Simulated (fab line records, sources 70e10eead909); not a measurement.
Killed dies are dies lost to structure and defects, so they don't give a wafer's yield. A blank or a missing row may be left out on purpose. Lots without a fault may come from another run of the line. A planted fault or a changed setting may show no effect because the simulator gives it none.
Chamber matching | flow nand_harc | NHARC_A_WL_FILL_ALD_19 on ald_metal-04: 4 sister chambers
The step deposits TiN, target thk 2 nm, pulse time 3 s, ald cycles 100. 8 wafers are shown with their chamber, then 12 later ones without.

WAFERS WITH THEIR CHAMBER
wafer  | chamber | heater_power_w (W) | precursor_pulse_height_rel
L082.3 | 2       | 1226               | 1.024
L083.3 | 2       | 1229               | 1.011
L083.4 | 3       | 1002               | 1.032
L087.5 | 1       | 1132               | 0.998
L087.6 | 0       | 925                | 0.996
L089.1 | 3       | 1025               | 0.998
L089.3 | 0       | 910                | 1.004
L089.5 | 1       | 1165               | 0.988

WAFERS WITHOUT THEIR CHAMBER
wafer  | heater_power_w (W) | precursor_pulse_height_rel
L092.1 | 1261               | 0.969
L092.3 | 922                | 0.996
L092.5 | 974                | 0.995
L094.1 | 1275               | 0.977
L094.2 | 972                | 1.008
L094.3 | 943                | 0.998
L094.4 | 1135               | 0.972
L094.5 | 944                | 0.990
L094.6 | 953                | 1.006
L095.1 | 938                | 0.998
L095.4 | 963                | 0.980
L095.6 | 936                | 0.985

WHICH CHAMBER EACH WENT THROUGH
wafer  | from the rows above     | in truth
L092.1 | 2                       | 2
L092.3 | 0                       | 0
L092.5 | can't be placed: 3 or 0 | 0
L094.1 | 2                       | 2
L094.2 | can't be placed: 3 or 0 | 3
L094.3 | 0                       | 0
L094.4 | 1                       | 1
L094.5 | 0                       | 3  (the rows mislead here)
L094.6 | can't be placed: 0 or 3 | 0
L095.1 | 0                       | 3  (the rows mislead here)
L095.4 | can't be placed: 0 or 3 | 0
L095.6 | 0                       | 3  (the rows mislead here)
Placed correctly: 5 of 12. Can't be placed from these rows: 4 (the true chamber is among the candidates in 4). Placed wrongly: 3.
How it was worked out, from the rows above alone: a wafer's distance from a chamber is the root of the sum, over the readings, of the square of ((its reading less the chamber's mean) divided by the reading's scatter). The wafer belongs to the nearest chamber; if the next one is less than 2 further off, it can't be placed. A chamber's mean is the mean of its shown wafers. The scatter: the root of (the sum of the squares of (reading less its chamber's mean) over the shown wafers, divided by (wafers less chambers)).
